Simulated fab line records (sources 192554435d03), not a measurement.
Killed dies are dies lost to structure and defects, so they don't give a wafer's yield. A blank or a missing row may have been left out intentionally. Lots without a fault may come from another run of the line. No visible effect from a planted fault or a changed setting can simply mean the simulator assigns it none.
Split-lot trial | flow n5_finfet | 7 lots, 21 wafers read, on a route of 1938 steps

## THE SPLIT ITSELF
At N5_BEOL_M13_COAT_58 (time 60 s, resist thk 89 nm), the setting spin_rpm was moved away from the recipe's 1500 rpm on 7 of the 21 wafers read, by -5.8% to +7.6%. This setting was run at the recipe's value on the other wafers.

## FROM THE SPLIT TO THE READING: what the file shows between them, 3 steps
- N5_BEOL_M13_COAT_04: resist thk 400 nm
- N5_BEOL_M13_EBR_06
- N5_BEOL_M13_DESCUM_15: chemistry O2, time 7.9 s

## THE READING
etch.depth_nm (the simulator's own value, which no gauge read), in nm, at N5_BEOL_M13_ETCH_59 (etches BARC in N2/H2, target depth 89 nm, overetch 26.7 nm, time 67.9 s). The file gives no usual value for it. The 14 wafers here that ran the recipe average 88.93 nm, standard deviation 0.33 nm.

wafer  | tool, chamber at the split | spin_rpm as run, rpm | against the recipe | etch.depth_nm, nm | against lot-mates on the recipe
L082.1 | litho_track-03, 0          | 1500                 | recipe             | 88.7              | -
L082.2 | litho_track-03, 0          | 1500                 | recipe             | 88.84             | -
L082.3 | litho_track-03, 0          | 1594                 | +6.3%              | 86.11             | -2.66
L083.4 | litho_track-02, 0          | 1500                 | recipe             | 88.32             | -
L083.5 | litho_track-02, 0          | 1413                 | -5.8%              | 91.25             | +2.93
L083.6 | litho_track-02, 0          | 1413                 | -5.8%              | 91.08             | +2.76
L087.2 | litho_track-03, 0          | 1500                 | recipe             | 88.67             | -
L087.5 | litho_track-03, 0          | 1554                 | +3.6%              | 87.32             | -1.48
L087.6 | litho_track-03, 0          | 1500                 | recipe             | 88.92             | -
L088.2 | litho_track-01, 0          | 1500                 | recipe             | 89.01             | -
L088.5 | litho_track-01, 0          | 1500                 | recipe             | 88.36             | -
L088.6 | litho_track-01, 0          | 1447                 | -3.5%              | 90.73             | +2.05
L089.1 | litho_track-02, 0          | 1500                 | recipe             | 89.17             | -
L089.5 | litho_track-02, 0          | 1500                 | recipe             | 89.47             | -
L089.6 | litho_track-02, 0          | 1500                 | recipe             | 89.24             | -
L094.1 | litho_track-01, 0          | 1614                 | +7.6%              | 85.42             | -3.29
L094.4 | litho_track-01, 0          | 1500                 | recipe             | 88.71             | -
L094.5 | litho_track-01, 0          | 1614                 | +7.6%              | 85.12             | -3.59
L093.1 | litho_track-02, 0          | 1500                 | recipe             | 89.26             | -
L093.3 | litho_track-02, 0          | 1500                 | recipe             | 89.11             | -
L093.5 | litho_track-02, 0          | 1500                 | recipe             | 89.18             | -

FIT RESULTS
A straight line over all 21 wafers: etch.depth_nm changes by -0.448 nm for each +1% of spin_rpm; r = -0.98; the points scatter about the line by 0.32 nm.
The same after taking each lot's own level away (the mean of its wafers on the recipe; 21 wafers): -0.465 nm for each +1%; r = -0.99; scatter 0.18 nm.
According to that fit, moving spin_rpm by its largest amount changes the reading by 3.5 nm.
The lots' own levels span 88.320 to 89.293 nm, that is 2.9 times the standard deviation above.
So the lot-to-lot level changes the slope little: the two slopes agree.
Check: for one of the wafers moved furthest among these (+7.6%), held out of the fit, the line's prediction against its lot-mates is -3.53 nm. Against them it came out at -3.29 nm.

## THESE WAFERS: OTHER SPLITS
Other splits were also applied to these wafers ahead of the reading. Each is held against what the fit with the lots' levels taken away leaves over:
other split on the same wafers      | wafers away from the commonest value | r with etch.depth_nm (lot level and that fit taken away)
N5_BEOL_M9_TRENCH_ETCH_37 time_s    | 5                                    | -0.15
N5_BEOL_M9_HM_STRIP_39 time_s       | 18                                   | -0.04
N5_BEOL_M10_TRENCH_ETCH_37 source_w | 8                                    | -0.07

## THE WHOLE CHAIN: every reading that the file lists as answering this split, in the file's order
step                 | what it does                                                            | reading                                                                          | change (the file's fit)               | r (the file's)
N5_BEOL_M13_COAT_58  | time 60 s, resist thk 89 nm                                             | BARC_of_BEOL_M13_COAT_58.thk_nm (the simulator's own value, which no gauge read) | -0.455 nm for each +1% of the setting | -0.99
N5_BEOL_M13_ETCH_59  | etches BARC in N2/H2, target depth 89 nm, overetch 26.7 nm, time 67.9 s | etch.depth_nm (the simulator's own value, which no gauge read)                   | -0.46 nm for each +1% of the setting  | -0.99
N5_BEOL_M13_STRIP_64 | strips in N2/H2                                                         | strip_time_to_endpoint_s                                                         | withheld for each +1% of the setting  | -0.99

## FILE'S OWN FIT
etch.depth_nm changes by -0.46 nm for each +1% of spin_rpm, r = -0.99.
